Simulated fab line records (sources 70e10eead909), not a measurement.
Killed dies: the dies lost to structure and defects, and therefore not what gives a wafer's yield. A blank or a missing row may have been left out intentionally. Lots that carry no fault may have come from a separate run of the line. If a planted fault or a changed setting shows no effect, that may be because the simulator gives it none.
A lot that was struck, set against a sound lot || flow nand-harc || 15 out of 1302 route steps
Sound: the wafers L709.3, L709.4, L709.5. Struck: wafer L710.4; the same lot's L710.1 was not struck, so it is left out; see the end for the cause.
For every step that has rows: the tool of each side, followed by ch and its chambers, followed by its first start. Under that, the readings that differ: sound wafers || struck wafers || difference of the means || sigmas: that difference in standard deviations of wafers without a fault.
alike: readings with means less than 2 such deviations apart, plus words and numbers identical on both sides. not compared: withheld readings, readings lacking a value on some wafer, bounds such as >300 that could conceal the same value, and numbers that have no deviation in the record and whose values overlap.
A row with sigmas, a row that says differs or no value, or rows on one side alone: a step with any of these is where the two part. Non-overlapping numbers with no deviation appear without sigmas and do not part them. Lack of a reading on every wafer of one side parts them only where that side has two or more wafers.

first, 6 steps without rows for these wafers: NHARC_A_DECK1_JOINT_CVD_34 (deposits SiNx, target thk 20 nm); NHARC_A_DECK1_JOINT_DEP_06 (deposits SiOx, target thk 80 nm); NHARC_A_DECK1_JOINT_CURE_26 (time 32 s); NHARC_A_DECK1_JOINT_ANNEAL_27 (time 3600 s); NHARC_A_DECK1_JOINT_ANNEAL_28 (time 1800 s); NHARC_A_DECK1_JOINT_ANNEAL_29 (time 1800 s).
NHARC_A_DECK1_JOINT_CMP_02: polishes SiOx.
  sound on cmp-03 ch 0,2,3, day 19 06:20; struck on cmp-04 ch 3, day 19 06:22
  alike: motor-current-A
after that, 1 step had no rows for these wafers: NHARC_A_DECK1_JOINT_SRD_15.
NHARC_A_DECK1_JOINT_DEP_16: deposits SiO2, target thk 45 nm.
  sound on pecvd-01 ch 1,2, day 19 06:48; struck on pecvd-02 ch 2, day 19 06:51
  alike: chamber-pressure-Torr, heater-power-w, throttle-valve-pct
NHARC_A_DECK1_JOINT_THK_MEAS_17: measures by ellipsometry.
  struck on film-metro-01, day 19 07:04; sound on film-metro-02, day 19 07:05
{"reading": "thk-nm (nm)", "sound": "42.7 45.3 46.4", "struck": 47.4, "difference": "+2.6", "sigmas": "+2"}
NHARC_A_DECK1_JOINT_INSPECT_05:
  struck on defect-inspect-01, day 19 07:07; sound on defect-inspect-02, day 19 07:07
  alike: raw-defect-count
NHARC_A_ONON_D2_DEP_00: target thk 1000 nm.
  sound on pecvd-onon-03 ch 0, day 19 07:18; struck on pecvd-onon-04 ch 0, day 19 07:10
  alike: n2o-flow-sccm
NHARC_A_ONON_D2_THK_MEAS_02: measures by ellipsometry.
  struck on film-metro-01, day 19 07:41; sound on film-metro-02, day 19 07:43
{"reading": "thk-nm (nm)", "sound": "998 997 999", "struck": 285, "difference": -713, "sigmas": -76}
then NHARC_A_ONON_D2_DEP_03 (target thk 1000 nm), 1 step lacking rows for these wafers.
-- record jumps: 12 days between struck wafers' starts before vs after; left off in module A_ONON_D2, resumes in module END, first step shown is number 1302 of the route --
NHARC_END_SORT_01:
  the record has rows for the struck wafers here (prober-01 ch 0, day 31 04:53) and none for the sound ones

## WHERE THEY PART
First at NHARC_A_DECK1_JOINT_THK_MEAS_17; last, within this record, at NHARC_END_SORT_01.

WHY: what had been put in by the simulator
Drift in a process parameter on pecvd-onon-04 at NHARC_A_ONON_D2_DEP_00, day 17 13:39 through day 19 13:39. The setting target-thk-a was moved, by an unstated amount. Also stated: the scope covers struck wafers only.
